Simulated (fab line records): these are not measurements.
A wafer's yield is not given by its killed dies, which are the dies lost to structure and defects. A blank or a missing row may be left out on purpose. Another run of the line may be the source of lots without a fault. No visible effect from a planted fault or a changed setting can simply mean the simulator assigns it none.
Chamber matching -- flow n5_finfet -- N5_PMOS_HMC_CHANNEL_EPI_CMP_21 on cmp-02: 4 sister chambers
The step polishes SiGe30, target thk 54 nm. 14 wafers are shown with their chamber, then 7 later ones without.

== WAFERS PAIRED WITH THEIR CHAMBERS ==
wafer,chamber,motor_current_A (A)
L080.1,3,9.9
L080.3,2,12.2
L080.4,0,10.6
L081.1,1,11.4
L081.3,2,11.9
L081.5,3,10.1
L086.1,2,11.9
L086.2,1,11.6
L086.5,3,10.3
L087.3,0,10.6
L087.4,2,12.5
L087.6,2,11.7
L091.1,0,10.2
L091.3,2,12.1

SIGNATURES (averages over the wafers above)
reading,chamber 0,chamber 1,chamber 2,chamber 3,scatter within a chamber
motor_current_A,10.467,11.500,12.050,10.100,0.245
Rule: a wafer lies at a distance from a chamber equal to the root of the sum of squares, over the readings, of (its reading less the chamber's mean, divided by the reading's scatter). The wafer belongs to the nearest chamber; if the next one is less than 2 further off, it can't be placed. How the scatter is found: for the shown wafers, subtract from each reading the mean of its chamber, square and add these, divide the total by (wafers less chambers), then take the root.

== WAFERS WITHOUT THEIR CHAMBER ==
wafer,motor_current_A (A)
L091.4,10.7
L094.1,10.6
L094.4,12.5
L094.6,10.1
L096.2,12.1
L096.3,10.6
L096.4,10.5

== WHICH CHAMBER EACH ONE RAN IN ==
wafer,from the rows above,in truth
L091.4,can't be placed: 0 or 3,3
L094.1,can't be placed: 0 or 3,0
L094.4,2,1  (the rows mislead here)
L094.6,can't be placed: 3 or 0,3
L096.2,2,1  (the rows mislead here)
L096.3,can't be placed: 0 or 3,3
L096.4,can't be placed: 0 or 3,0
Correctly placed: 0 of 7. Unplaceable from these rows: 5, with the true chamber sitting among the candidates in 5. Number placed wrongly: 2.
